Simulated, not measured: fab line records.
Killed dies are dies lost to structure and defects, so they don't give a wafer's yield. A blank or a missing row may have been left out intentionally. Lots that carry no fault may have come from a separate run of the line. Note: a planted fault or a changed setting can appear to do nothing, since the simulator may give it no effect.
fab line records	flow nandHarc
record lots=24	wafers=72	lastDay=24
route steps=1159 shown A_BLC@981 A_M0@1006
lots untouched by any fault: they come from a run of this same line in which no faults occurred
startH: hours from the record's first day to the start of the lot's first wafer shown	waitH: how many hours have passed since the lot's step before this one	" unchanged from the row above	L1.1+2: a single row standing in for several wafers	- value missing, or start not given	* or withheld: withheld	< > ~ a bound
route shown NAME@n: a module of which the file shows steps, and the number in the route of the first	usual: mean and standard deviation over wafers with no fault	same: alike in all rows	chamber/n: place in a boat	sites: readings site by site	_std_site: how widely they spread, as a standard deviation	_edge_site: mean of outer sites minus mean of inner sites	radiusMm: how far each site lies from the wafer's centre	mask NAME#n: copy n	behind: the most recent tool/chamber to have shaped the wafer	hold: reason for holding the lot/hours on hold/outcome of the hold	device: which transistor (n, p or np) failed to switch	end of line: the tests these same wafers got at the end of their route	a step with no rows: only its recipe	killed: dies that structure and defects cost at the first sort, which is not the same as the wafer's yield	map: per-die view of a wafer (x killed, . not killed, _ where there is no die)
set.NAME: the run value of the setting; set.NAME@STEP: its run value at that earlier step	model.NAME: the simulator's own value behind a step, which no gauge read
one table for each step of the route and one row for each wafer, over a sample of lots
services: when a tool's chamber went out of use (startH, in hours from the record's first day, below 0 if earlier), for how many hours, and the reason
## steps
# step NHARC_A_BLC_CD_MEAS_19
# usual cdNm=100.2/1.9
lot.wafer	tool	chamber	startH	waitH	cdNm
L075.1	cdSem-02	-	400.74	-	101.6
L075.2	"	-	"	"	95.4
L075.4	"	-	"	"	102.5
L076.1	cdSem-03	-	401.09	-	100.8
L076.3	"	-	"	"	98.7
L076.5	"	-	"	"	99.5
L078.2	cdSem-01	-	402.28	-	102.6
L078.4	"	-	"	"	101.6
L078.5	"	-	"	"	103.0
L074.1	cdSem-01	-	404.45	-	103.4
L074.4	"	-	"	"	97.0
L074.6	"	-	"	"	99.2
L079.3	cdSem-03	-	420.44	-	101.0
L079.5	"	-	"	"	102.9
L079.6	"	-	"	"	102.7
L077.3	cdSem-03	-	424.01	-	98.2
L077.5	"	-	"	"	99.5
L077.6	"	-	"	"	102.5
L080.1	cdSem-01	-	434.50	-	99.6
L080.3	"	-	"	"	100.0
L080.5	"	-	"	"	99.7
L081.2	cdSem-01	-	438.61	-	100.0
L081.3	"	-	"	"	99.0
L081.5	"	-	"	"	99.7
L082.1	cdSem-02	-	447.03	-	99.9
L082.4	"	-	"	"	97.5
L082.5	"	-	"	"	98.2
L084.2	cdSem-02	-	447.72	-	99.1
L084.4	"	-	"	"	100.9
L084.6	"	-	"	"	100.9
L083.2	cdSem-03	-	447.87	-	99.3
L083.4	"	-	"	"	102.5
L083.6	"	-	"	"	98.6
L085.4	cdSem-02	-	460.32	-	100.9
L085.5	"	-	"	"	96.0
L085.6	"	-	"	"	100.7
L086.2	cdSem-01	-	463.39	-	99.3
L086.4	"	-	"	"	98.9
L086.6	"	-	"	"	97.0
L087.1	cdSem-01	-	466.36	-	101.5
L087.2	"	-	"	"	99.1
L087.4	"	-	"	"	98.4
L089.1	cdSem-03	-	470.05	-	100.0
L089.4	"	-	"	"	100.3
L089.5	"	-	"	"	98.8
L088.1	cdSem-01	-	471.96	-	101.0
L088.5	"	-	"	"	98.4
L088.6	"	-	"	"	98.3
L091.1	cdSem-02	-	489.96	-	100.8
L091.2	"	-	"	"	100.3
L091.3	"	-	"	"	99.4
L090.3	cdSem-01	-	494.74	-	102.5
L090.4	"	-	"	"	101.4
L090.6	"	-	"	"	100.6
L092.3	cdSem-03	-	495.03	-	100.5
L092.4	"	-	"	"	101.1
L092.5	"	-	"	"	99.0
L095.2	cdSem-01	-	504.98	-	101.5
L095.5	"	-	"	"	100.2
L095.6	"	-	"	"	101.7
L093.2	cdSem-03	-	505.47	-	98.8
L093.3	"	-	"	"	99.3
L093.5	"	-	"	"	101.6
L094.1	cdSem-03	-	514.30	-	104.0
L094.4	"	-	"	"	99.0
L094.6	"	-	"	"	101.5
L096.3	cdSem-02	-	524.31	-	101.5
L096.5	"	-	"	"	102.5
L096.6	"	-	"	"	100.5
L097.1	cdSem-03	-	525.36	-	101.4
L097.2	"	-	"	"	101.7
L097.4	"	-	"	"	100.5
# step NHARC_A_BLC_CMP_25
# recipe tOverpolishS=30	targetThkNm=150
# usual motorCurrentA=11.5/1.3	overpolishRunS=30.001/0.009	timeToEndpointS=29.2/2.7
lot.wafer	tool	chamber	startH	waitH	motorCurrentA	overpolishRunS	timeToEndpointS
L075.2	cmp-02	0	402.79	0.5	13.1	30.018	31.6
L075.4	"	1	"	"	9.4	29.994	24.5
L075.1	"	3	"	"	11.1	30.020	24.2
L076.3	cmp-04	3	403.21	0.3	11.6	30.002	33.1
L076.1	"	2	"	"	9.8	30.019	29.7
L076.5	"	0	"	"	11.3	30.001	29.5
L078.2	cmp-01	1	403.97	0.4	10.7	29.989	30.0
L078.4	"	2	"	"	13.5	29.992	31.2
L078.5	"	2	"	"	13.5	29.993	33.6
L074.4	cmp-02	1	406.04	0.3	9.1	30.008	27.3
L074.1	"	3	"	"	11.4	29.990	25.1
L074.6	"	1	"	"	9.7	29.996	30.3
L079.3	cmp-02	3	422.39	0.3	11.5	30.009	25.8
L079.6	"	0	"	"	13.9	30.010	28.4
L079.5	"	1	"	"	9.3	29.981	26.3
L077.3	cmp-01	1	425.64	0.3	11.0	30.015	30.9
L077.6	"	0	"	"	11.8	29.993	27.2
L077.5	"	1	"	"	11.0	30.014	30.5
L080.3	cmp-04	3	436.77	0.3	11.5	29.991	33.3
L080.1	"	0	"	"	11.6	29.997	30.3
L080.5	"	2	"	"	10.3	30.011	33.8
L081.2	cmp-02	3	444.14	0.4	11.6	29.998	29.0
L081.3	"	2	"	"	10.8	30.007	28.8
L081.5	"	3	"	"	12.1	29.999	28.4
L082.1	cmp-02	0	448.71	0.5	13.3	30.006	34.1
L082.4	"	2	"	"	11.0	29.991	29.8
L082.5	"	3	"	"	11.7	30.016	26.2
L084.4	cmp-04	1	449.31	0.3	11.0	29.992	31.9
L084.2	"	2	"	"	10.1	30.015	30.7
L084.6	"	0	"	"	11.6	30.007	29.8
L083.4	cmp-02	0	449.47	0.3	13.4	30.001	30.8
L083.2	"	1	"	"	9.1	29.998	25.1
L083.6	"	0	"	"	14.2	29.981	29.4
L085.4	cmp-02	1	462.82	0.2	9.3	30.005	26.9
L085.6	"	1	"	"	9.6	30.007	24.6
L085.5	"	2	"	"	11.2	30.010	26.5
L086.2	cmp-02	2	464.99	0.5	10.8	30.012	28.6
L086.4	"	3	"	"	12.0	30.003	29.2
L086.6	"	3	"	"	11.6	29.992	26.8
L087.2	cmp-04	2	467.99	0.4	10.4	30.022	30.9
L087.4	"	3	"	"	11.8	29.996	33.5
L087.1	"	0	"	"	12.0	30.012	31.2
L089.4	cmp-04	3	474.36	0.3	11.5	30.002	30.0
L089.1	"	0	"	"	11.9	30.007	30.5
L089.5	"	2	"	"	10.6	30.004	31.9
L088.1	cmp-02	0	478.15	0.5	13.1	29.992	35.2
L088.6	"	3	"	"	11.5	30.019	29.0
L088.5	"	0	"	"	13.9	30.009	34.6
L091.1	cmp-01	1	493.44	0.4	10.6	29.997	25.8
L091.3	"	2	"	"	13.1	29.986	30.2
L091.2	"	3	"	"	11.4	30.011	29.1
L090.3	cmp-01	1	496.50	0.3	11.3	30.006	25.8
L090.4	"	3	"	"	11.2	29.998	27.4
L090.6	"	1	"	"	12.0	30.004	26.5
L092.3	cmp-02	1	496.94	0.3	9.2	29.999	26.5
L092.4	"	2	"	"	11.1	30.002	27.3
L092.5	"	2	"	"	11.4	29.990	29.6
L095.2	cmp-02	1	509.02	0.5	9.3	30.016	27.2
L095.5	"	2	"	"	10.7	30.014	27.9
L095.6	"	3	"	"	11.4	30.006	24.2
L093.3	cmp-04	0	509.43	0.3	11.6	29.985	28.0
L093.2	"	1	"	"	11.6	30.005	30.0
L093.5	"	2	"	"	10.9	29.996	29.7
L094.4	cmp-02	2	516.38	0.4	10.5	30.003	28.9
L094.1	"	3	"	"	11.2	29.995	25.7
L094.6	"	1	"	"	9.9	30.000	28.9
L096.3	cmp-02	3	525.88	0.3	12.2	29.993	27.5
L096.5	"	3	"	"	11.7	29.995	27.7
L096.6	"	0	"	"	13.5	30.009	32.3
L097.4	cmp-01	2	526.93	0.3	12.8	30.003	29.5
L097.2	"	3	"	"	10.9	29.999	28.6
L097.1	"	0	"	"	11.6	29.995	25.7
# step NHARC_A_M0_INSPECT_11
# usual rawDefectCount=33/15
lot.wafer	tool	chamber	startH	waitH	rawDefectCount
L075.1	defectInspect-02	-	404.12	0.0	22
L075.2	"	-	"	"	22
L075.4	"	-	"	"	18
L076.1	defectInspect-02	-	404.64	0.0	28
L076.3	"	-	"	"	33
L076.5	"	-	"	"	31
L078.2	defectInspect-01	-	405.42	0.0	5
L078.4	"	-	"	"	13
L078.5	"	-	"	"	7
L074.1	defectInspect-02	-	407.47	0.0	34
L074.4	"	-	"	"	37
L074.6	"	-	"	"	30
L079.3	defectInspect-02	-	423.75	0.0	38
L079.5	"	-	"	"	38
L079.6	"	-	"	"	42
L077.3	defectInspect-01	-	427.08	0.0	23
L077.5	"	-	"	"	20
L077.6	"	-	"	"	26
L080.1	defectInspect-01	-	438.42	0.0	32
L080.3	"	-	"	"	39
L080.5	"	-	"	"	38
L081.2	defectInspect-01	-	445.92	0.0	17
L081.3	"	-	"	"	16
L081.5	"	-	"	"	10
L082.1	defectInspect-02	-	450.09	0.0	28
L082.4	"	-	"	"	27
L082.5	"	-	"	"	18
L084.2	defectInspect-02	-	450.60	0.0	37
L084.4	"	-	"	"	26
L084.6	"	-	"	"	33
L083.2	defectInspect-01	-	450.88	0.0	26
L083.4	"	-	"	"	28
L083.6	"	-	"	"	36
L085.4	defectInspect-01	-	464.28	0.0	39
L085.5	"	-	"	"	31
L085.6	"	-	"	"	30
L086.2	defectInspect-02	-	466.31	0.0	25
L086.4	"	-	"	"	26
L086.6	"	-	"	"	33
L087.1	defectInspect-02	-	469.40	0.0	35
L087.2	"	-	"	"	46
L087.4	"	-	"	"	45
L089.1	defectInspect-02	-	476.22	0.0	56
L089.4	"	-	"	"	63
L089.5	"	-	"	"	45
L088.1	defectInspect-02	-	479.71	0.0	14
L088.5	"	-	"	"	16
L088.6	"	-	"	"	14
L091.1	defectInspect-02	-	494.71	0.0	14
L091.2	"	-	"	"	25
L091.3	"	-	"	"	12
L090.3	defectInspect-01	-	497.94	0.0	52
L090.4	"	-	"	"	60
L090.6	"	-	"	"	67
L092.3	defectInspect-01	-	498.41	0.0	48
L092.4	"	-	"	"	38
L092.5	"	-	"	"	30
L095.2	defectInspect-02	-	510.38	0.0	25
L095.5	"	-	"	"	23
L095.6	"	-	"	"	20
L093.2	defectInspect-02	-	510.83	0.0	50
L093.3	"	-	"	"	48
L093.5	"	-	"	"	50
L094.1	defectInspect-01	-	517.76	0.0	47
L094.4	"	-	"	"	65
L094.6	"	-	"	"	54
L096.3	defectInspect-02	-	527.94	0.0	40
L096.5	"	-	"	"	37
L096.6	"	-	"	"	36
L097.1	defectInspect-02	-	528.36	0.0	34
L097.2	"	-	"	"	37
L097.4	"	-	"	"	39
# step NHARC_A_M0_ETCH_34
# recipe targetDepthA=400	overetchA=120	timeS=43.94	ionEnergyEv=200	n2FlowSccm=150	h2FlowSccm=150	arFlowSccm=0	rfW=400	biasW=150	chemistry=N2/H2
# usual drypumpMotorCurrentA=5.6/0.36	h2FlowSccm=150.0/0.42	oesProductAu=1.003/0.0081	rfVppV=429.5/2.1	showerheadPlenumPTorr=2.01/0.072	throttleValvePct=14.172/0.0093
lot.wafer	tool	chamber	startH	waitH	drypumpMotorCurrentA	h2FlowSccm	oesProductAu	rfHoursCounterH	rfVppV	showerheadPlenumPTorr	throttleValvePct
L075.4	rieDiel-01	3	404.27	0.1	6.0	150.5	1.009	7	426.9	1.97	14.170
L075.1	"	1	"	"	5.3	150.0	1.010	6	434.2	2.18	14.176
L075.2	"	2	"	"	5.6	150.3	1.000	7	430.2	2.05	14.171
L076.3	rieDiel-07	0	404.80	0.1	6.1	150.0	1.022	12	429.5	2.00	14.188
L076.1	"	3	"	"	5.1	150.4	0.993	11	429.6	2.06	14.177
L076.5	"	3	"	"	5.1	150.2	0.989	-	431.0	2.06	14.165
L078.2	rieDiel-01	2	405.59	0.1	5.6	149.6	1.005	7	430.0	2.05	14.163
L078.4	"	3	"	"	6.0	150.4	1.006	7	428.6	1.97	14.174
L078.5	"	1	"	"	5.3	150.7	1.004	-	433.3	2.18	14.161
L074.4	rieDiel-01	1	407.63	0.1	5.3	150.3	1.001	6	433.7	2.18	14.182
L074.1	"	3	"	"	6.0	149.7	0.998	7	429.1	1.97	14.171
L074.6	"	1	"	"	5.3	150.4	1.008	-	433.3	2.18	14.161
L079.3	rieDiel-07	0	423.90	0.1	6.1	149.4	0.998	1	430.7	2.00	14.155
L079.5	"	2	"	"	5.2	149.6	1.009	-	429.8	1.97	14.174
L079.6	"	3	"	"	5.0	149.5	0.994	-	431.1	2.06	14.168
L077.3	rieDiel-07	1	427.23	0.1	6.0	149.8	1.008	1	428.3	1.93	14.168
L077.5	"	3	"	"	5.0	150.6	1.009	-	431.5	2.06	14.184
L077.6	"	0	"	"	6.0	149.7	1.018	-	428.9	2.00	14.168
L080.1	rieDiel-01	0	438.58	0.1	5.9	149.9	1.000	9	428.5	1.98	14.174
L080.3	"	1	"	"	5.3	150.1	1.017	8	434.0	2.18	14.169
L080.5	"	3	"	"	6.0	150.2	1.003	-	429.6	1.97	14.174
L081.2	rieDiel-05	1	446.07	0.1	5.1	149.9	1.010	8	427.1	1.90	14.181
L081.3	"	3	"	"	5.9	150.0	0.990	8	429.7	1.96	14.169
L081.5	"	1	"	"	5.1	149.5	1.009	-	426.2	1.90	14.173
L082.4	rieDiel-01	3	450.24	0.1	5.9	149.5	1.012	10	428.1	1.97	14.161
L082.1	"	1	"	"	5.3	150.1	1.001	9	433.9	2.18	14.171
L082.5	"	3	"	"	5.9	150.4	1.009	-	428.7	1.97	14.168
L084.2	rieDiel-05	0	450.75	0.1	5.4	150.6	0.992	7	432.1	2.06	14.178
L084.4	"	1	"	"	5.1	150.4	1.003	8	427.3	1.90	14.173
L084.6	"	2	"	"	5.8	151.0	0.998	-	428.8	1.98	14.173
L083.4	rieDiel-07	1	451.02	0.1	6.0	149.9	1.014	3	427.2	1.93	14.187
L083.2	"	0	"	"	6.1	150.4	1.007	2	428.8	2.00	14.185
L083.6	"	1	"	"	6.0	149.5	1.009	-	428.1	1.93	14.197
L085.4	rieDiel-01	1	464.43	0.1	5.3	149.5	1.007	9	434.0	2.18	14.170
L085.5	"	0	"	"	5.8	150.7	1.005	-	430.8	1.98	14.187
L085.6	"	1	"	"	5.3	150.1	1.000	-	435.3	2.18	14.197
L086.4	rieDiel-07	1	466.50	0.1	6.0	149.2	1.016	4	427.7	1.93	14.176
L086.2	"	3	"	"	5.0	150.1	1.002	4	431.6	2.06	14.161
L086.6	"	2	"	"	5.2	149.8	1.011	-	428.4	1.96	14.167
L087.4	rieDiel-01	1	469.55	0.1	5.3	149.4	1.006	10	433.9	2.18	14.183
L087.1	"	2	"	"	5.6	149.8	1.001	11	431.4	2.05	14.185
L087.2	"	3	"	"	6.0	149.3	1.007	11	428.9	1.97	14.172
L089.4	rieDiel-07	3	476.37	0.1	5.0	150.3	0.998	4	430.6	2.06	14.167
L089.1	"	0	"	"	6.0	150.1	1.003	4	429.8	2.00	14.168
L089.5	"	0	"	"	6.1	150.0	1.007	-	429.4	2.00	14.154
L088.1	rieDiel-05	1	479.88	0.1	5.1	150.1	1.002	9	426.4	1.90	14.167
L088.5	"	2	"	"	5.8	149.4	1.003	-	427.7	1.98	14.183
L088.6	"	3	"	"	5.9	150.1	0.999	-	428.3	1.96	14.169
L091.1	rieDiel-05	2	494.86	0.1	5.8	150.2	0.996	10	427.9	1.98	14.174
L091.3	"	0	"	"	5.4	150.0	1.007	9	431.0	2.06	14.160
L091.2	"	1	"	"	5.1	150.3	1.015	10	426.3	1.90	14.162
L090.4	rieDiel-05	0	498.09	0.1	5.4	150.0	1.000	10	431.0	2.06	14.158
L090.3	"	1	"	"	5.1	150.0	1.007	10	427.0	1.90	14.173
L090.6	"	2	"	"	5.8	149.9	0.987	-	430.4	1.98	14.175
L092.3	rieDiel-05	3	498.56	0.1	5.9	150.2	1.002	11	426.9	1.96	14.155
L092.4	"	1	"	"	5.1	150.0	1.004	10	424.5	1.90	14.175
L092.5	"	3	"	"	5.9	149.9	0.996	-	428.4	1.96	14.176
L095.2	rieDiel-01	2	510.52	0.1	5.6	150.3	1.002	1	429.2	2.05	14.155
L095.5	"	2	"	"	5.6	149.6	1.010	-	429.5	2.05	14.173
L095.6	"	3	"	"	6.0	149.8	1.007	-	427.7	1.97	14.168
L093.2	rieDiel-05	0	510.97	0.1	5.4	149.8	1.005	11	431.7	2.06	14.185
L093.3	"	1	"	"	5.1	150.0	1.007	11	427.1	1.90	14.162
L093.5	"	1	"	"	5.0	150.6	1.003	-	427.5	1.90	14.175
L094.4	rieDiel-01	0	517.91	0.1	5.9	150.2	0.994	1	429.1	1.98	14.183
L094.1	"	2	"	"	5.6	149.7	0.999	1	430.6	2.05	14.171
L094.6	"	1	"	"	5.3	149.9	1.002	-	434.9	2.18	14.186
L096.3	rieDiel-07	1	528.11	0.1	6.0	149.0	1.017	9	425.7	1.92	14.182
L096.5	"	2	"	"	5.2	149.8	1.018	-	429.5	1.96	14.166
L096.6	"	3	"	"	5.0	149.4	1.002	-	430.9	2.06	14.183
L097.4	rieDiel-07	0	528.50	0.1	6.0	150.1	1.003	7	430.8	2.00	14.180
L097.1	"	1	"	"	5.9	150.1	1.014	9	428.4	1.93	14.177
L097.2	"	2	"	"	5.2	149.8	1.008	8	428.4	1.96	14.186
# step NHARC_A_M0_PVD_21
# recipe targetThkA=300	chamberPressurePa=5	powerW=5000	substrateTempC=30	timeS=20.49	material=Cu
# usual substrateTempC=30.00/0.12	throttleValvePct=30.0/1.3
lot.wafer	tool	chamber	startH	waitH	substrateTempC	throttleValvePct
L075.2	pvdSputter-01	-	-	-	30.08	31.2
L075.4	"	-	"	"	29.97	29.0
L075.1	"	-	"	"	30.05	31.0
L076.3	pvdSputter-02	-	-	-	29.88	28.4
L076.1	"	-	"	"	30.07	30.0
L076.5	"	-	"	"	29.81	28.3
L078.4	pvdSputter-02	-	-	-	30.21	30.8
L078.2	"	-	"	"	29.97	29.9
L078.5	"	-	"	"	30.10	31.5
L074.1	pvdSputter-01	-	-	-	29.99	28.9
L074.4	"	-	"	"	29.99	31.1
L074.6	"	-	"	"	30.15	30.8
L079.3	pvdSputter-01	-	-	-	29.81	28.5
L079.6	"	-	"	"	30.12	31.3
L079.5	"	-	"	"	29.80	28.9
L077.3	pvdSputter-01	-	-	-	29.96	30.7
L077.6	"	-	"	"	29.93	28.9
L077.5	"	-	"	"	30.06	30.9
L080.3	pvdSputter-01	-	-	-	30.06	30.6
L080.1	"	-	"	"	29.87	28.8
L080.5	"	-	"	"	29.89	28.5
L081.3	pvdSputter-03	-	-	-	30.16	30.9
L081.2	"	-	"	"	29.97	29.9
L081.5	"	-	"	"	30.08	33.2
L082.4	pvdSputter-01	-	-	-	29.94	31.2
L082.1	"	-	"	"	30.04	31.2
L082.5	"	-	"	"	30.04	28.7
L084.2	pvdSputter-01	-	-	-	29.95	29.0
L084.4	"	-	"	"	29.91	28.5
L084.6	"	-	"	"	30.16	31.0
L083.4	pvdSputter-03	-	-	-	30.15	33.4
L083.2	"	-	"	"	29.75	29.7
L083.6	"	-	"	"	30.13	28.2
L085.4	pvdSputter-02	-	-	-	29.95	30.8
L085.6	"	-	"	"	30.02	30.0
L085.5	"	-	"	"	30.05	28.2
L086.2	pvdSputter-01	-	-	-	29.90	28.6
L086.4	"	-	"	"	29.98	31.1
L086.6	"	-	"	"	30.07	28.7
L087.4	pvdSputter-02	-	-	-	30.06	29.7
L087.1	"	-	"	"	30.16	31.2
L087.2	"	-	"	"	30.03	31.5
L089.4	pvdSputter-01	-	-	-	30.07	28.9
L089.1	"	-	"	"	30.03	31.0
L089.5	"	-	"	"	29.78	29.2
L088.1	pvdSputter-03	-	-	-	30.04	28.4
L088.6	"	-	"	"	30.04	32.1
L088.5	"	-	"	"	30.00	29.1
L091.2	pvdSputter-02	-	-	-	29.95	31.5
L091.1	"	-	"	"	29.90	28.1
L091.3	"	-	"	"	29.89	31.1
L090.3	pvdSputter-01	-	-	-	29.82	28.6
L090.4	"	-	"	"	29.95	31.1
L090.6	"	-	"	"	30.00	28.7
L092.4	pvdSputter-02	-	-	-	29.78	28.3
L092.3	"	-	"	"	30.15	31.2
L092.5	"	-	"	"	29.92	30.8
L095.2	pvdSputter-01	-	-	-	30.19	28.6
L095.5	"	-	"	"	29.91	30.9
L095.6	"	-	"	"	29.97	28.5
L093.3	pvdSputter-01	-	-	-	29.82	29.0
L093.2	"	-	"	"	30.01	30.7
L093.5	"	-	"	"	29.53	31.1
L094.4	pvdSputter-02	-	-	-	29.84	28.6
L094.1	"	-	"	"	29.81	31.1
L094.6	"	-	"	"	29.94	31.5
L096.3	pvdSputter-01	-	-	-	29.92	28.2
L096.6	"	-	"	"	30.16	28.5
L096.5	"	-	"	"	29.98	31.8
L097.2	pvdSputter-03	-	-	-	30.06	29.0
L097.1	"	-	"	"	30.09	28.6
L097.4	"	-	"	"	30.03	30.1
# step NHARC_A_M0_ANNEAL_30
# recipe tempC=225	timeS=90
# usual annealTempC=224.98/0.16	wafer_temp_C_max=226.2/0.36
lot.wafer	tool	chamber	startH	waitH	annealTempC	wafer_temp_C_max
L075.1	rtpAnneal-02	0	405.84	-	224.90	225.7
L075.2	"	0	"	"	224.87	226.1
L075.4	"	0	"	"	224.96	226.0
L076.1	rtpAnneal-02	0	406.50	-	225.15	225.8
L076.3	"	0	"	"	224.97	226.1
L076.5	"	0	"	"	225.17	225.8
L078.2	rtpAnneal-01	0	407.20	-	225.17	226.7
L078.4	"	0	"	"	225.16	226.0
L078.5	"	0	"	"	225.15	226.4
L074.1	rtpAnneal-01	0	409.20	0.3	224.81	225.9
L074.4	"	0	"	"	225.02	226.3
L074.6	"	0	"	"	225.00	226.7
L079.3	rtpAnneal-01	0	425.62	0.3	224.97	226.4
L079.5	"	0	"	"	224.86	226.1
L079.6	"	0	"	"	225.27	226.2
L077.3	rtpAnneal-01	0	428.89	-	225.04	226.1
L077.5	"	0	"	"	224.97	227.2
L077.6	"	0	"	"	225.30	226.5
L080.1	rtpAnneal-02	0	440.24	0.3	225.03	225.6
L080.3	"	0	"	"	224.96	225.6
L080.5	"	0	"	"	225.03	226.1
L081.2	rtpAnneal-01	0	447.74	0.4	224.95	226.5
L081.3	"	0	"	"	224.66	226.0
L081.5	"	0	"	"	224.95	225.9
L082.1	rtpAnneal-01	0	451.98	0.3	225.01	226.9
L082.4	"	0	"	"	225.15	226.3
L082.5	"	0	"	"	225.06	227.0
L084.2	rtpAnneal-01	0	453.52	-	225.27	226.1
L084.4	"	0	"	"	225.05	226.3
L084.6	"	0	"	"	225.30	226.3
L083.2	rtpAnneal-02	0	453.86	0.4	225.24	225.8
L083.4	"	0	"	"	224.79	226.3
L083.6	"	0	"	"	224.90	226.1
L085.4	rtpAnneal-01	0	466.17	-	225.09	226.5
L085.5	"	0	"	"	225.13	226.9
L085.6	"	0	"	"	225.10	226.3
L086.2	rtpAnneal-01	0	468.31	0.4	225.05	226.3
L086.4	"	0	"	"	224.93	226.1
L086.6	"	0	"	"	225.09	226.2
L087.1	rtpAnneal-02	0	471.11	0.3	224.84	225.7
L087.2	"	0	"	"	225.05	225.7
L087.4	"	0	"	"	225.06	226.0
L089.1	rtpAnneal-01	0	478.00	0.3	224.81	226.1
L089.4	"	0	"	"	224.81	226.9
L089.5	"	0	"	"	224.69	226.4
L088.1	rtpAnneal-02	0	481.45	0.3	224.98	226.3
L088.5	"	0	"	"	224.99	225.8
L088.6	"	0	"	"	224.97	226.3
L091.1	rtpAnneal-02	0	496.52	-	224.92	226.1
L091.2	"	0	"	"	224.93	226.1
L091.3	"	0	"	"	224.72	226.0
L090.3	rtpAnneal-01	0	499.80	0.3	224.70	226.8
L090.4	"	0	"	"	224.68	226.1
L090.6	"	0	"	"	224.74	226.0
L092.3	rtpAnneal-01	0	500.24	-	225.08	226.2
L092.4	"	0	"	"	224.97	226.3
L092.5	"	0	"	"	225.02	226.2
L095.2	rtpAnneal-02	0	512.21	-	225.17	225.8
L095.5	"	0	"	"	224.93	225.7
L095.6	"	0	"	"	224.87	226.0
L093.2	rtpAnneal-01	0	512.65	0.4	225.26	226.1
L093.3	"	0	"	"	225.29	225.9
L093.5	"	0	"	"	225.03	226.1
L094.1	rtpAnneal-01	0	519.53	0.3	224.95	226.6
L094.4	"	0	"	"	225.03	226.7
L094.6	"	0	"	"	224.97	226.0
L096.3	rtpAnneal-01	0	529.76	0.3	224.81	226.3
L096.5	"	0	"	"	224.78	226.4
L096.6	"	0	"	"	224.95	226.4
L097.1	rtpAnneal-02	0	530.08	-	225.24	225.7
L097.2	"	0	"	"	225.28	225.9
L097.4	"	0	"	"	225.06	226.0
## services
tool	chamber	startH	hours	kind
rieDiel-07	2	391.26	17.1	repair
pvdSputter-02	-	392.01	10.0	pm
cmp-04	-	399.00	4.0	pm
rieDiel-07	-	405.20	9.0	pm
pvdSputter-02	-	411.04	2.2	repair
cmp-02	-	422.50	4.0	pm
cmp-02	-	426.50	-	consumableReplace:conditioner
cmp-02	-	426.50	-	consumableReplace:pad
rieDiel-07	0	431.19	4.0	repair
cmp-04	-	434.67	1.1	repair
cmp-01	-	435.22	48.5	repair
pvdSputter-01	-	458.60	0.9	repair
pvdSputter-03	-	459.21	10.0	pm
rieDiel-05	-	465.37	1.7	repair
cmp-02	-	480.15	1.0	repair
pvdSputter-03	-	481.22	5.5	repair
pvdSputter-01	-	483.70	3.6	repair
rieDiel-01	-	491.91	9.0	pm
cmp-04	-	497.04	4.0	pm
pvdSputter-01	-	514.03	10.0	pm
cmp-02	-	515.04	0.2	repair
rieDiel-05	-	517.62	9.0	pm
cmp-02	-	517.69	3.3	repair
cmp-02	-	530.15	0.5	repair
## key
fault none
